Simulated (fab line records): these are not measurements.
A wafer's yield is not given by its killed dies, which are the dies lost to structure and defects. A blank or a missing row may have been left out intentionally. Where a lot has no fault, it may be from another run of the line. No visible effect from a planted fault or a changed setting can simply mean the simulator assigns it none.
Chamber matching || flow n5-finfet || 3 sister chambers for N5_BEOL_M9_CURE_71 on uv-cure-02
The step cures SiCOH lowk, time 240 s. 6 wafers are shown with their chamber, then 8 later ones without.

== WAFERS WITH THEIR CHAMBER ==
{"wafer": "L078.3", "chamber": 2, "wafer_temp_C_max": 386.3, "lamp-power-pct (%)": 52.40}
{"wafer": "L078.6", "chamber": 2, "wafer_temp_C_max": 386.4, "lamp-power-pct (%)": 52.29}
{"wafer": "L085.2", "chamber": 0, "wafer_temp_C_max": 388.5, "lamp-power-pct (%)": 52.29}
{"wafer": "L085.3", "chamber": 0, "wafer_temp_C_max": 388.2, "lamp-power-pct (%)": 52.43}
{"wafer": "L087.5", "chamber": 1, "wafer_temp_C_max": 386.7, "lamp-power-pct (%)": 52.28}
{"wafer": "L089.1", "chamber": 1, "wafer_temp_C_max": 386.5, "lamp-power-pct (%)": 52.38}

== WAFERS WHOSE CHAMBER IS MISSING ==
{"wafer": "L089.5", "wafer_temp_C_max": 387.2, "lamp-power-pct (%)": 52.28}
{"wafer": "L089.6", "wafer_temp_C_max": 386.8, "lamp-power-pct (%)": 52.34}
{"wafer": "L088.1", "wafer_temp_C_max": 386.3, "lamp-power-pct (%)": 52.36}
{"wafer": "L088.4", "wafer_temp_C_max": 386.1, "lamp-power-pct (%)": 52.25}
{"wafer": "L088.5", "wafer_temp_C_max": 386.1, "lamp-power-pct (%)": 52.24}
{"wafer": "L093.1", "wafer_temp_C_max": 387.6, "lamp-power-pct (%)": 52.35}
{"wafer": "L093.3", "wafer_temp_C_max": 388.8, "lamp-power-pct (%)": 52.29}
{"wafer": "L093.4", "wafer_temp_C_max": 389.4, "lamp-power-pct (%)": 52.36}

== THE CHAMBER EACH PASSED THROUGH ==
{"wafer": "L089.5", "from the rows above": "can't be placed: 1 or 2", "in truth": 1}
{"wafer": "L089.6", "from the rows above": "can't be placed: 1 or 2", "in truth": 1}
{"wafer": "L088.1", "from the rows above": "can't be placed: 2 or 1", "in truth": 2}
{"wafer": "L088.4", "from the rows above": "can't be placed: 2 or 1", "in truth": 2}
{"wafer": "L088.5", "from the rows above": "can't be placed: 2 or 1", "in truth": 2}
{"wafer": "L093.1", "from the rows above": "can't be placed: 0 or 1", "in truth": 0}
{"wafer": "L093.3", "from the rows above": 0, "in truth": 0}
{"wafer": "L093.4", "from the rows above": 0, "in truth": 0}
Placed correctly: 2 of 8. Unplaceable from these rows: 6, with the true chamber sitting among the candidates in 6. Number placed wrongly: 0.
How it was worked out, from the rows above alone: a wafer's distance from a chamber is the root of the sum, over the readings, of the square of ((its reading less the chamber's mean) divided by the reading's scatter). If the next closest chamber is less than 2 further off than the closest, the wafer can't be placed; otherwise it belongs to the closest. For every chamber, the mean is computed from those of its wafers that are shown. How the scatter is found: for the shown wafers, subtract from each reading the mean of its chamber, square and add these, divide the total by (wafers less chambers), then take the root.
